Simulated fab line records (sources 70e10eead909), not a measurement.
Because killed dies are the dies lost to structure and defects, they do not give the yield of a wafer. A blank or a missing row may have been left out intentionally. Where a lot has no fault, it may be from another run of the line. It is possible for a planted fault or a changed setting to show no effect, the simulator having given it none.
A struck lot beside a sound one + flow nand-harc + 15 out of 1302 route steps
Sound: these wafers, L100.2, L100.4, L100.5. Struck: wafer L993.2. (L993.4 of the same lot was not struck and is left out.) The cause comes at the end.
For every step that has rows: the tool of each side, followed by ch and its chambers, followed by its first start. Under that, the readings that differ: sound wafers + struck wafers + difference of the means + sigmas: that difference in standard deviations of wafers without a fault.
alike: readings whose means differ by less than 2 such deviations, and words and numbers that are the same on both sides. not compared: withheld readings, readings that some wafer has no value for, bounds like >300 that may hide the same value, and numbers for which the record gives no deviation and whose values overlap.
The two part at a step that has a row with sigmas, a row that says differs or no value, or rows on one side only. When numbers do not overlap yet have no deviation, they are printed without sigmas and do not part them. A reading that every wafer of one side lacks parts them only if that side has two wafers or more.

NHARC_P_GATE_DESCUM_13: chemistry O2, time 3 s.
  sound on rie-diel-02 ch 0,1, day 12 09:41; struck on rie-diel-01 ch 0, day 9 08:35
| reading                         | sound          | struck | difference | sigmas |
|---------------------------------|----------------|--------|------------|--------|
| showerhead-plenum-p-Torr (Torr) | 1.80 1.82 1.80 | 2.04   | +0.23      | +3     |
  alike: drypump-motor-current-A, mfc-ar-sccm, oes-product-au, rf-vpp-V, throttle-valve-pct
  not compared: rf-hours-counter-h
then, 6 steps without rows for these wafers: NHARC_P_GATE_ETCH_14 (etches SiO2 in dHF, target depth 48.8 nm); NHARC_P_GATE_STRIP_15 (strips in SPM, time 780 s); NHARC_P_GATE_PRECLEAN_71 (cleans in SC1); NHARC_P_GATE_SRD_72; NHARC_P_GATE_OXIDE_16 (material SiO2, target thk 3 nm, ox time 392 s); NHARC_P_GATE_CVD_17 (deposits poly-Si, target thk 150 nm, time 900 s).
NHARC_P_GATE_HM_DEP_102: deposits aC, target thk 120 nm.
  sound on acl-dep-03 ch 0, day 12 23:05; struck on acl-dep-03 ch 0, day 9 21:01
  alike: throttle-valve-pct
NHARC_P_GATE_DEP_103: deposits SiON, target thk 30 nm.
  sound on pecvd-04 ch 0,2, day 12 23:41; struck on pecvd-01 ch 0, day 9 21:36
  alike: heater-power-w, rf-fwd-power-W
then, 3 steps without rows for these wafers: NHARC_P_GATE_DEHYDRATE_18 (time 120 s); NHARC_P_GATE_HMDS_19 (time 30 s); NHARC_P_GATE_COAT_20 (resist thk 90 nm).
NHARC_P_GATE_SOFTBAKE_21: time 55 s.
  sound on litho-track-04 ch 0, day 12 23:00; struck on litho-track-04 ch 0, day 9 21:00
| reading                  | sound                | struck | difference | sigmas      |
|--------------------------|----------------------|--------|------------|-------------|
| heater-power-total-W (W) | 188.35 188.40 188.69 | 323.05 | +134.57    | +99 or more |
then, 2 steps without rows for these wafers: NHARC_P_GATE_EBR_22; NHARC_END_SORT_01.

WHERE THEY PART
At NHARC_P_GATE_DESCUM_13 first; at NHARC_P_GATE_SOFTBAKE_21 last (within this record only).

WHY: the cause the simulator had injected
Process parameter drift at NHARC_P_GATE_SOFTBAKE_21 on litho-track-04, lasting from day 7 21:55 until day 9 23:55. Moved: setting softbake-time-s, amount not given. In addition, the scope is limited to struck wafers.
